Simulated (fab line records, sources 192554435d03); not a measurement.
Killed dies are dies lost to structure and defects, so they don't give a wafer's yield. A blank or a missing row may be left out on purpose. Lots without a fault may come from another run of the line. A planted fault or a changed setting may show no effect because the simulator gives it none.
Chamber matching | flow n5_finfet | N5_BEOL_M9_PECVD_70 on pecvd-02: 3 sister chambers
The step deposits SiO2 from TEOS/O2, target thk 20 nm, time 22.7 s. 3 wafers are shown with their chamber, then 11 later ones without.

WAFERS WITH THEIR CHAMBER
wafer  | chamber | throttle_valve_pct (%)
L082.6 | 0       | 23.8
L086.2 | 1       | 21.7
L087.1 | 2       | 20.5

WAFERS WITHOUT THEIR CHAMBER
wafer  | throttle_valve_pct (%)
L087.2 | 22.0
L087.6 | 20.9
L091.3 | 23.9
L091.4 | 21.6
L091.6 | 20.7
L096.3 | 20.9
L096.5 | 22.0
L096.6 | 24.1
L097.1 | 20.9
L097.5 | 24.0
L097.6 | 20.6

WHICH CHAMBER EACH WENT THROUGH
wafer  | from the rows above     | in truth
L087.2 | 1                       | 1
L087.6 | can't be placed: 2 or 1 | 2
L091.3 | 0                       | 0
L091.4 | 1                       | 1
L091.6 | 2                       | 2
L096.3 | can't be placed: 2 or 1 | 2
L096.5 | 1                       | 1
L096.6 | 0                       | 0
L097.1 | can't be placed: 2 or 1 | 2
L097.5 | 0                       | 0
L097.6 | 2                       | 2
Placed correctly: 8 of 11. Can't be placed from these rows: 3 (the true chamber is among the candidates in 3). Placed wrongly: 0.
How it was worked out, from the rows above alone: a wafer's distance from a chamber is the root of the sum, over the readings, of the square of ((its reading less the chamber's mean) divided by the reading's scatter). The wafer belongs to the nearest chamber; if the next one is less than 2 further off, it can't be placed. A chamber's mean is the mean of its shown wafers. The scatter: with one shown wafer a chamber, the root of the mean of the squares of how far each hidden wafer lies from its nearest shown one.
